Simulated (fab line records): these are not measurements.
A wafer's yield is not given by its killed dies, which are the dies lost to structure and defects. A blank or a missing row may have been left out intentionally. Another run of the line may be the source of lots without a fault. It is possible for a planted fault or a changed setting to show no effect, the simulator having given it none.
fab line records	flow n5_finfet
[record] lots = 10	wafers = 27	last_day = 17
route steps=1938 shown BEOL_M12@1637
lots that met no fault: taken from a fault-free run of the same line
start_h: hours from the record's first day to the start of the lot's first wafer shown	wait_h: hours elapsed since this lot's preceding step	" the same as in the row above	L1.1+2: one row covering several wafers at once	- either no value or no given start	* or withheld: withheld	< > ~ a bound
route shown NAME@n: names a module that has steps shown in the file, with the first one's number in the route	usual: mean and standard deviation over wafers with no fault	same: alike in all rows	chamber/n: place in a boat	sites: readings site by site	_std_site: standard deviation of those values	_edge_site: the outer-site mean with the inner-site mean subtracted	radius_mm: how far each site lies from the wafer's centre	mask NAME#n: copy n	behind: the tool/chamber that last shaped the wafer	hold: why the lot went on hold/how many hours it stayed there/how the hold came to an end	device: the n, p or np transistor that did not switch	end of line: at the end of the route, the tests of the same wafers	a step given without rows: its recipe and nothing more	killed: dies lost to structure and defects at the first sort, not the wafer's yield	map: a wafer's dies, marking killed ones x, the rest . and places with no die _
set.NAME: the setting as run; set.NAME@STEP: as run at that earlier step	model.NAME: the simulator's own value behind a step, which no gauge read
a sample of lots followed through the steps of the route, with each step as a table and each wafer as a row
services: from which hour (start_h, from the record's first day; less than 0 if before it) a tool's chamber was out of use, for how many hours, and why
[[steps]]
[step N5_BEOL_M12_ETCH_68]
[recipe] chemistry = N2/H2	target = SOC	mask_material = SiARC	source_w = 3000	bias_w = 350	temp_c = 40	time_s = 285	ion_energy_ev = 200	pressure_mtorr = 30	n2_flow_sccm = 200	h2_flow_sccm = 200
[usual] drypump_motor_current_A = 5.8/0.38	n2_flow_sccm = 200.0/0.64	oes_product_au = 0.84/0.077	rf_vpp_V = 524.4/2.7	showerhead_plenum_p_Torr = 2.56/0.097	throttle_valve_pct = 17.75/0.19
lot.wafer	tool	chamber	start_h	wait_h	drypump_motor_current_A	n2_flow_sccm	oes_product_au	rf_hours_counter_h	rf_vpp_V	showerhead_plenum_p_Torr	throttle_valve_pct
L284.1	rie_diel-05	2	242.06	0.1	6.0	199.8	0.67	250	524.6	2.61	18.12
L284.4	"	3	"	"	5.7	200.2	0.89	34	523.0	2.48	17.62
L284.5	"	1	"	"	5.5	200.8	0.93	-	522.3	2.49	17.63
L291.1	rie_diel-06	1	279.93	0.1	5.2	200.5	0.70	237	525.1	2.61	18.09
L291.5	"	3	"	"	5.6	199.3	0.90	-	523.0	2.49	17.71
L291.6	"	0	"	"	5.7	199.5	0.90	-	528.8	2.69	17.67
L292.2	rie_diel-06	1	284.09	0.1	5.2	200.7	0.70	239	524.1	2.60	18.10
L292.3	"	3	"	"	5.6	199.3	0.89	28	521.6	2.48	17.70
L292.4	"	2	"	"	6.3	198.6	0.87	53	528.7	2.70	17.53
L293.2	rie_diel-02	2	304.01	0.1	5.7	200.3	0.72	178	520.3	2.43	18.03
L293.3	"	3	"	"	6.5	200.1	0.75	142	526.4	2.65	17.65
L293.6	"	3	"	"	6.6	199.5	0.75	-	525.7	2.65	17.65
L294.2	rie_diel-05	1	309.93	0.1	5.5	200.0	0.88	50	522.3	2.48	17.68
L294.4	"	1	"	"	5.5	200.8	0.88	-	524.1	2.48	17.66
L300.1	rie_diel-02	1	350.02	0.1	5.6	200.8	0.85	70	522.3	2.48	17.63
L300.6	"	3	"	"	6.6	200.2	0.73	-	526.7	2.65	17.69
L299.1	rie_diel-06	1	350.40	0.1	5.2	198.8	0.99	2	525.1	2.60	17.66
L299.2	"	0	"	"	5.7	199.7	0.87	66	528.6	2.68	17.71
L303.2	rie_diel-06	2	367.85	0.1	6.3	200.7	0.83	79	527.0	2.69	17.58
L303.4	"	1	"	"	5.2	199.5	0.96	7	525.5	2.60	17.66
L303.6	"	3	"	"	5.6	199.7	0.83	-	520.9	2.47	17.75
L304.4	rie_diel-05	0	370.85	0.1	5.8	201.0	0.78	115	526.9	2.67	18.24
L304.5	"	2	"	"	6.0	200.2	0.86	-	525.0	2.59	17.73
L304.6	"	3	"	"	5.7	199.7	0.84	-	522.8	2.47	17.71
L302.4	rie_diel-02	3	374.55	0.1	6.6	200.0	0.72	168	527.4	2.64	17.70
L302.5	"	0	"	"	6.1	199.6	0.82	-	521.1	2.48	17.80
L302.6	"	1	"	"	5.6	199.9	0.83	-	521.2	2.48	17.64
[step N5_BEOL_M12_STRIP_37]
[recipe] chemistry = N2/H2	power_w = 1000	temp_c = 250	h2_frac = 0.65	overash_fraction = 0.3	pressure_mtorr = withheld	n2_flow_sccm = 1750	h2_flow_sccm = 3250
[usual] drypump_motor_current_A = 5.6/0.45	heater_power_w = 312/39	n2_flow_sccm = 1750/5.1	oes_product_au = 0.788/0.0099
lot.wafer	tool	chamber	start_h	wait_h	drypump_motor_current_A	heater_power_w	n2_flow_sccm	oes_product_au	rf_hours_counter_h
L284.1	plasma_asher-01	1	242.43	0.0	6.2	283	1756	0.795	115
L284.4	"	1	"	"	6.2	289	1750	0.800	-
L284.5	"	1	"	"	6.2	290	1748	0.775	-
L291.1	plasma_asher-02	1	280.30	0.0	5.9	297	1755	0.784	78
L291.5	"	0	"	"	5.3	381	1746	0.787	-
L291.6	"	1	"	"	5.9	308	1751	0.773	-
L292.2	plasma_asher-02	0	284.48	0.0	5.3	382	1750	0.800	79
L292.3	"	1	"	"	5.9	303	1757	0.794	-
L292.4	"	0	"	"	5.3	373	1754	0.795	-
L293.2	plasma_asher-01	0	304.38	0.0	5.1	287	1761	0.786	129
L293.3	"	1	"	"	6.2	286	1751	0.790	-
L293.6	"	0	"	"	5.1	298	1756	0.778	-
L294.2	plasma_asher-02	1	310.30	0.0	6.0	308	1757	0.786	85
L294.4	"	0	"	"	5.3	381	1744	0.787	-
L300.1	plasma_asher-01	1	350.40	0.0	6.2	289	1743	0.798	139
L300.6	"	1	"	"	6.2	291	1755	0.779	-
L299.1	plasma_asher-01	0	350.78	0.0	5.1	289	1755	0.789	139
L299.2	"	1	"	"	6.1	281	1745	0.763	139
L303.2	plasma_asher-02	1	368.25	0.0	6.0	303	1744	0.802	95
L303.4	"	0	"	"	5.3	386	1751	0.805	-
L303.6	"	1	"	"	5.9	314	1750	0.799	-
L304.4	plasma_asher-01	0	371.25	0.1	5.1	293	1750	0.776	-
L304.5	"	0	"	"	5.1	298	1750	0.784	-
L304.6	"	1	"	"	6.2	284	1750	0.783	-
L302.4	plasma_asher-01	1	374.95	0.1	6.1	287	1743	0.786	-
L302.5	"	0	"	"	5.1	295	1740	0.791	-
L302.6	"	1	"	"	6.1	281	1749	0.783	-
[step N5_BEOL_M12_SPUTTER_43]
[recipe] material = TaN	target_thk_a = 150	temp_c = 50	bias_v = 168.6	power_w = 15000	chamber_pressure_pa = 0.12	time_s = 24.19
[usual] throttle_valve_pct = 29.9/0.61
lot.wafer	tool	chamber	start_h	wait_h	throttle_valve_pct
L284.1	pvd_sputter-02	-	243.63	0.0	29.4
L284.4	"	-	"	"	29.0
L284.5	"	-	"	"	30.7
L291.1	pvd_sputter-03	-	281.03	0.0	29.8
L291.5	"	-	"	"	29.4
L291.6	"	-	"	"	30.3
L292.2	pvd_sputter-01	-	285.25	0.0	30.7
L292.3	"	-	"	"	29.9
L292.4	"	-	"	"	30.7
L293.2	pvd_sputter-01	-	309.81	0.0	30.9
L293.3	"	-	"	"	30.2
L293.6	"	-	"	"	30.8
L294.2	pvd_sputter-01	-	310.75	0.0	29.7
L294.4	"	-	"	"	30.7
L300.1	pvd_sputter-01	-	352.73	0.0	30.1
L300.6	"	-	"	"	30.4
L299.1	pvd_sputter-01	-	353.09	0.0	30.1
L299.2	"	-	"	"	30.9
L303.2	pvd_sputter-03	-	368.99	0.0	29.1
L303.4	"	-	"	"	30.3
L303.6	"	-	"	"	29.4
L304.4	pvd_sputter-02	-	371.64	0.0	29.2
L304.5	"	-	"	"	29.0
L304.6	"	-	"	"	29.1
L302.4	pvd_sputter-02	-	375.32	0.0	30.6
L302.5	"	-	"	"	29.4
L302.6	"	-	"	"	30.6
[step N5_BEOL_M12_CMP_49]
[recipe] stop_on = SiOC	t_overpolish_s = 20.6	down_force_psi = 1	platen_rpm = 50	clearing_platen_down_force_psi = 1.5	clearing_platen_rpm = 50	post_cmp_clean = cu_alkaline	target_thk_nm = 320	clearing_platen_pad_velocity_m_s = 0.99484	pad_velocity_m_s = 0.99484
[usual] barrier_field_endpoint_s = 30.3/0.7	clearing_platen_down_force_psi = 1.500/0.0031	edge_zone_pressure_frac = 0.999/0.0051	motor_current_A = 6.3/0.61	slurry_flow_ml_min = 150.0/0.47
lot.wafer	tool	chamber	start_h	wait_h	barrier_field_endpoint_s	clearing_platen_down_force_psi	edge_zone_pressure_frac	motor_current_A	slurry_flow_ml_min
L284.4	cmp-01	1	244.89	0.2	29.7	1.490	1.001	7.1	150.4
L284.1	"	2	"	"	30.3	1.500	0.997	6.2	150.0
L284.5	"	1	"	"	29.9	1.492	0.994	7.1	150.1
L291.1	cmp-03	1	281.79	0.3	29.9	1.501	1.002	6.9	150.7
L291.6	"	0	"	"	30.8	1.499	1.002	6.1	149.5
L291.5	"	1	"	"	30.8	1.502	1.001	7.1	149.9
L292.3	cmp-01	1	286.35	0.2	30.1	1.503	1.009	7.5	151.1
L292.2	"	2	"	"	29.8	1.498	1.007	6.2	150.1
L292.4	"	3	"	"	30.1	1.500	0.992	6.5	149.8
L293.2	cmp-02	1	312.62	0.2	30.5	1.500	1.005	6.3	150.1
L293.3	"	3	"	"	30.1	1.500	0.999	5.7	150.0
L293.6	"	2	"	"	29.8	1.500	0.997	5.4	150.4
L294.2	cmp-03	1	313.77	0.2	24.5	1.502	0.997	6.9	150.5
L294.4	"	2	"	"	31.4	1.499	0.996	6.2	149.9
L300.1	cmp-01	2	356.42	0.3	23.7	1.495	0.994	6.3	151.0
L300.6	"	3	"	"	30.0	1.499	1.002	6.9	150.2
L299.2	cmp-03	2	357.18	0.2	25.5	1.496	0.996	5.8	149.9
L299.1	"	3	"	"	25.2	1.500	1.006	6.2	149.0
L303.2	cmp-03	3	372.06	0.2	30.0	1.506	1.001	5.9	150.6
L303.4	"	0	"	"	30.6	1.495	0.997	6.8	150.4
L303.6	"	0	"	"	30.1	1.498	0.997	6.6	150.0
L304.4	cmp-01	1	375.26	0.2	30.3	1.500	0.997	6.9	149.3
L304.6	"	2	"	"	30.4	1.498	0.999	6.5	149.9
L304.5	"	3	"	"	30.6	1.500	0.999	6.8	149.9
L302.4	cmp-02	3	379.43	0.3	29.5	1.502	1.001	5.9	150.0
L302.6	"	0	"	"	30.2	1.502	1.002	6.5	150.4
L302.5	"	1	"	"	30.2	1.503	1.000	6.4	149.6
[step N5_BEOL_M12_RS_MEAS_54]
[recipe] thk_meas_gauge = four-point-probe	reads = Cu_of_BEOL_M12_ECD_47+Ta_of_BEOL_M12_SPUTTER_44+TaN_of_BEOL_M12_SPUTTER_43
[usual] M12_RS = 0.0599/0.0007
lot.wafer	tool	chamber	start_h	wait_h	M12_RS[ohm/sq]
L284.1	film_metro-01	-	245.27	0.0	0.0603
L284.4	"	-	"	"	0.0588
L284.5	"	-	"	"	0.0589
L291.1	film_metro-02	-	282.17	0.0	0.0609
L291.5	"	-	"	"	0.0591
L291.6	"	-	"	"	0.0596
L292.2	film_metro-01	-	286.74	0.0	0.0607
L292.3	"	-	"	"	0.0588
L292.4	"	-	"	"	0.0592
L293.2	film_metro-02	-	313.04	0.0	0.0597
L293.3	"	-	"	"	0.0598
L293.6	"	-	"	"	0.0596
L294.2	film_metro-01	-	314.15	0.0	0.0582
L294.4	"	-	"	"	0.0587
L300.1	film_metro-01	-	356.84	0.0	0.0583
L300.6	"	-	"	"	0.0595
L299.1	film_metro-02	-	357.56	0.0	0.0577
L299.2	"	-	"	"	0.0589
L303.2	film_metro-02	-	372.48	0.0	0.0608
L303.4	"	-	"	"	0.0600
L303.6	"	-	"	"	0.0603
L304.4	film_metro-01	-	375.57	0.0	0.0599
L304.5	"	-	"	"	0.0585
L304.6	"	-	"	"	0.0595
L302.4	film_metro-01	-	379.73	0.0	0.0600
L302.5	"	-	"	"	0.0594
L302.6	"	-	"	"	0.0597
[[services]]
tool	chamber	start_h	hours	kind
rie_diel-02	2	225.20	7.3	repair
cmp-03	-	233.03	3.6	repair
rie_diel-05	2	242.36	-	clean
plasma_asher-02	-	260.71	14.6	pm
cmp-03	-	261.61	0.8	repair
rie_diel-06	-	265.39	0.7	repair
rie_diel-06	-	270.83	0.2	repair
rie_diel-02	0	279.12	2.5	repair
cmp-03	-	283.57	4.8	pm
rie_diel-06	2	288.40	8.9	repair
plasma_asher-01	-	299.05	0.9	repair
rie_diel-06	1	304.37	12.7	repair
rie_diel-02	2	312.47	4.1	repair
rie_diel-06	1	329.10	-	clean
rie_diel-06	1	329.10	-	consumable_replace:focus_ring
rie_diel-06	1	329.10	14.7	scheduled_down
rie_diel-06	1	329.10	14.7	vent_cycle
cmp-01	-	331.80	4.0	pm
cmp-01	-	335.80	-	consumable_replace:conditioner
cmp-01	-	335.80	-	consumable_replace:pad
cmp-02	-	338.95	11.1	pm
rie_diel-05	0	342.72	3.9	repair
cmp-02	-	363.19	0.2	repair
plasma_asher-01	-	378.40	3.0	repair
[[key]]
[first_sign] step = N5_BEOL_M12_CMP_49	reading = barrier_field_endpoint_s	direction = down	sigmas = 8.1	usual = 30.3	struck = 24.7
[effect] step = N5_BEOL_M12_RS_MEAS_54	reading = M12_RS	direction = down	sigmas = 2.3	usual = 0.0599	struck = 0.0583
met_at N5_BEOL_M12_SPUTTER_43
struck_lots L294,L299,L300
struck_wafers L294.2,L299.1,L299.2,L300.1
not_acting_at N5_BEOL_M12_ETCH_68,N5_BEOL_M12_STRIP_37,N5_BEOL_M12_RS_MEAS_54
onset_between 309.81 310.75
[fault] kind = process_parameter_drift	tool = pvd_sputter-01	chamber = -	onset_h = 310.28	steps = N5_BEOL_M12_SPUTTER_43	channel = time_s	offset = *	shape = step	end_h = 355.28	scope = struck_wafers_only	acts_in = *	stated = *
